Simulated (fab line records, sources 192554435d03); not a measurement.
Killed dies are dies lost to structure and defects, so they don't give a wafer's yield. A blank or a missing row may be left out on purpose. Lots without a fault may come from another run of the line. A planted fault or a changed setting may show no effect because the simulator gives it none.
Which tool did it? | flow n5_finfet | 12 lots, 36 wafers sampled, at 2 steps of a route of 1938

WHAT THE GAUGES READ, wafer by wafer
N5_BEOL_M3_CD_MEAS_11: target cd 17.05 nm.
lot  | measured     | on        | cd_nm (nm)
L075 | day 7 08:47  | cd_sem-01 | 17.04 17.13 17.62
L077 | day 7 12:02  | cd_sem-03 | 16.97 16.94 17.06
L079 | day 8 00:10  | cd_sem-03 | 16.47 16.85 16.82
L081 | day 8 18:42  | cd_sem-02 | 17.28 17.01 17.03
L083 | day 9 14:31  | cd_sem-02 | 17.20 17.31 16.98
L085 | day 9 16:04  | cd_sem-03 | 17.01 17.11 17.51
L088 | day 10 02:40 | cd_sem-01 | 16.89 16.97 16.99
L089 | day 10 21:18 | cd_sem-03 | 17.08 17.28 16.93
L091 | day 11 08:34 | cd_sem-02 | 16.60 17.02 17.37
L093 | day 12 00:04 | cd_sem-02 | 17.08 17.03 16.83
L095 | day 12 06:34 | cd_sem-02 | 17.21 16.55 16.87
L097 | day 12 11:12 | cd_sem-03 | 16.70 17.09 16.87

WHICH TOOL RAN EACH LOT (tool, then ch and the chambers of the sampled wafers, then the start)
lot  | N5_BEOL_M2_ANNEAL_87
L075 | pvd_sputter-02, day 7 04:16
L077 | pvd_sputter-01, day 7 08:49
L079 | pvd_sputter-02, day 7 18:44
L081 | pvd_sputter-02, day 8 15:19
L083 | pvd_sputter-03, day 9 10:41
L085 | pvd_sputter-02, day 9 12:54
L088 | pvd_sputter-03, day 9 23:02
L089 | pvd_sputter-01, day 10 15:07
L091 | pvd_sputter-01, day 11 05:15
L093 | pvd_sputter-01, day 11 20:39
L095 | pvd_sputter-03, day 12 03:08
L097 | pvd_sputter-02, day 12 07:55
- N5_BEOL_M2_ANNEAL_87: time 240 s.

THE ANSWER, worked out from the rows above alone
Rule: what is usual is taken from the lots themselves. Put in order of their means at a reading, lots are off if they are a third of the lots or fewer, leave a main group of 4 or more, and stand apart from it by a gap of 3 or more times the standard deviation of the main group's means; of several such gaps the widest counts. A main group whose means are all the same, to the digits that the tables above print for the reading, isn't used. A lot without any number at a reading at which 4 lots or more have one is off too. The other lots that the step has rows for count as sound.
No lot is off at any reading shown: from this, nothing can be told.

WHAT THE SIMULATOR HAD PUT IN
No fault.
